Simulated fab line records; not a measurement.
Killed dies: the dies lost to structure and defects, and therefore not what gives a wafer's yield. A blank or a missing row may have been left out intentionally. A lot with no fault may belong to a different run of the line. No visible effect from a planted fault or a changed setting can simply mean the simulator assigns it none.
The same fault as seen by 3 desks || flow n5_finfet || each desk holds nothing but its own numbers, with what lay behind them at the end

== THE DEFECT DESK ==
Lot by lot, what the route's inspections counted, given as the mean of those sampled wafers with a number. Any lot whose mean is over 4 standard deviations away from the usual mean is out of limits and marked OUT; that distance is given in the brackets.
Columns: A = raw_defect_count at N5_BEOL_M6_INSPECT_13, usual 397
{"lot": "L913", "first seen here": "day 9 18:13", "A": 398}
{"lot": "L914", "first seen here": "day 10 03:44", "A": 367}
{"lot": "L918", "first seen here": "day 11 01:16", "A": 461}
{"lot": "L919", "first seen here": "day 11 10:39", "A": 419}
{"lot": "L922", "first seen here": "day 12 01:13", "A": 361}
{"lot": "L921", "first seen here": "day 12 11:04", "A": 375}
{"lot": "L930", "first seen here": "day 14 03:07", "A": 344}
{"lot": "L933", "first seen here": "day 14 21:32", "A": 307}
{"lot": "L935", "first seen here": "day 16 00:29", "A": 393}
{"lot": "L936", "first seen here": "day 16 04:53", "A": 468}
This desk's finding: nothing out of limits on any of the 10 lots.

== THE METROLOGY DESK ==
Means of the sampled wafers that have a number, per lot and without regard to the tool the lot ran on: this is what the gauges read. Any lot whose mean is over 4 standard deviations away from the usual mean is out of limits and marked OUT; that distance is given in the brackets.
Columns: A = cd_nm at N5_BEOL_M6_CD_MEAS_18, usual 40.1 nm
{"lot": "L913", "first seen here": "day 9 18:48", "A": 40.2}
{"lot": "L914", "first seen here": "day 10 04:13", "A": 39.9}
{"lot": "L918", "first seen here": "day 11 01:55", "A": 40.2}
{"lot": "L919", "first seen here": "day 11 11:08", "A": 40.2}
{"lot": "L922", "first seen here": "day 12 02:11", "A": 40.0}
{"lot": "L921", "first seen here": "day 12 11:34", "A": 39.7}
{"lot": "L930", "first seen here": "day 14 03:49", "A": 40.8}
{"lot": "L933", "first seen here": "day 14 22:31", "A": 39.6}
{"lot": "L935", "first seen here": "day 16 01:21", "A": 40.4}
{"lot": "L936", "first seen here": "day 16 05:23", "A": 40.0}
This desk's finding: nothing out of limits on any of the 10 lots.

== AT THE TOOL OWNER'S DESK: wet_bench-06 ==
The tool's own readings at N5_BEOL_M6_HM_STRIP_39 (strips TiN in peroxide tin strip, target depth 25 nm, time 158 s): means of the sampled wafers that have a number, for each lot that ran on this tool. Any lot whose mean is over 4 standard deviations away from the usual mean is out of limits and marked OUT; that distance is given in the brackets.
Columns: A = bath_guard_temp_C at N5_BEOL_M6_HM_STRIP_39, usual 50.0 C; B = bath_heat_duty_pct at N5_BEOL_M6_HM_STRIP_39, usual 7.1 %
{"lot": "L914", "first seen here": "day 10 06:58", "A": 50.2, "B": 6.3}
{"lot": "L921", "first seen here": "day 12 15:37", "A": 49.9, "B": 6.8}
{"lot": "L935", "first seen here": "day 16 02:36", "A": 50.3, "B": 7.2}
This desk's finding: nothing out of limits on any of the 3 lots.

== PUT TOGETHER ==
Nothing out of limits was seen by the defect desk.
The metrology desk saw nothing out of limits.
The desk of the tool owner found nothing out of limits.

== WHAT THE SIMULATOR HAD INSERTED ==
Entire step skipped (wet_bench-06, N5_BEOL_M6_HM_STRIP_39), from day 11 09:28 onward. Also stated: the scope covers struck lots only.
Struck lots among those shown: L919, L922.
